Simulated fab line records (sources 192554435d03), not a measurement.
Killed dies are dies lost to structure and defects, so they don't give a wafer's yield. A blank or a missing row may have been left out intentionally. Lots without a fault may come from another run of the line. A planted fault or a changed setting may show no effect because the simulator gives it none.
2 desks looking at one fault | flow n5-finfet | what lay behind the numbers comes last; until then each desk has only its own

## THE TOOL OWNER'S DESK: litho-track-02
The tool's own readings at N5_BEOL_M3_COAT_76 (time 60 s, resist thk 5 nm): means of the sampled wafers that have a number, for each lot that ran on this tool. Any lot whose mean is over 4 standard deviations away from the usual mean is out of limits and marked OUT; that distance is given in the brackets.
Columns: A = chill-plate-temp-C at N5_BEOL_M3_COAT_76, usual 23.02 C; B = exhaust-pa at N5_BEOL_M3_COAT_76, usual 44.7 Pa; C = spin-speed-rpm at N5_BEOL_M3_COAT_76, usual 1500.1 rpm
lot  | first seen here | A     | B    | C
L616 | day 8 12:01     | 23.12 | 44.6 | 1499.2
L617 | day 8 18:52     | 23.04 | 44.5 | 1501.2
L621 | day 9 12:55     | 23.12 | 45.0 | 1500.4
L626 | day 11 05:53    | 22.97 | 44.9 | 1549.7 (+59) OUT
L629 | day 11 15:23    | 22.98 | 44.9 | 1549.4 (+59) OUT
This desk's finding: out of limits on L626, L629; first on L626, day 11 05:53 (spin-speed-rpm at N5_BEOL_M3_COAT_76). Within limits: L616, L617, L621.

## METROLOGY DESK
What the gauges read, lot by lot, whatever tool the lot ran on: means of the sampled wafers that have a number. Any lot whose mean is over 4 standard deviations away from the usual mean is out of limits and marked OUT; that distance is given in the brackets. Of its 11 readings 7 are shown: those that lie furthest out on some lot.
Columns: A = M3_ILD_THK at N5_BEOL_M3_THK_MEAS_01, usual 79.4 nm; B = DIBL_N at N5_BEOL_M4_RC_MEAS_101, usual 36.0 mV/V; C = DIBL_P at N5_BEOL_M4_RC_MEAS_101, usual 36.2 mV/V; D = IOFF_N at N5_BEOL_M4_RC_MEAS_101, usual 0.16 nA/um; E = SS_N at N5_BEOL_M4_RC_MEAS_101, usual 71.5 mV/dec; F = SS_P at N5_BEOL_M4_RC_MEAS_101, usual 73.4 mV/dec; G = VT_P at N5_BEOL_M4_RC_MEAS_101, usual -250 mV
lot  | first seen here | A    | B    | C    | D    | E    | F    | G
L615 | day 8 06:05     | 78.6 | 35.2 | 37.6 | 0.16 | 71.6 | 73.6 | -248
L616 | day 8 08:49     | 78.2 | 38.0 | 39.1 | 0.19 | 72.5 | 73.9 | -250
L617 | day 8 16:53     | 78.7 | 39.8 | 40.2 | 0.22 | 72.8 | 74.8 | -249
L621 | day 9 11:32     | 78.6 | 35.3 | 36.5 | 0.16 | 71.6 | 73.2 | -249
L626 | day 11 04:29    | 80.3 | 37.4 | 38.5 | 0.17 | 71.5 | 73.7 | -249
L629 | day 11 13:21    | 80.0 | 38.0 | 37.9 | 0.17 | 71.8 | 73.9 | -251
L632 | day 12 16:34    | 80.4 | 36.4 | 36.9 | 0.16 | 72.1 | 73.3 | -249
L633 | day 12 19:13    | 78.4 | 36.8 | 36.4 | 0.19 | 71.6 | 73.5 | -247
L635 | day 13 00:49    | 78.7 | 35.5 | 36.4 | 0.15 | 70.9 | 74.0 | -256
This desk's verdict: no lot among the 9 shows anything out of limits.

## BROUGHT TOGETHER
The tool owner's desk could have raised an alarm at day 11 05:53, on L626, L629.
At the metrology desk, nothing out of limits was observed.
The metrology desk has L626, L629 on record, within its limits.
On litho-track-02, each named lot ran N5_BEOL_M3_COAT_76.

## WHAT THE SIMULATOR HAD INSERTED
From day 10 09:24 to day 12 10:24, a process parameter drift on litho-track-02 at N5_BEOL_M3_COAT_76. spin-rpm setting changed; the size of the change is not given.
Shown lots that were struck: L626, L629.
Each desk's first reading out of limits, in hours after the fault started: the tool owner's desk, 20.
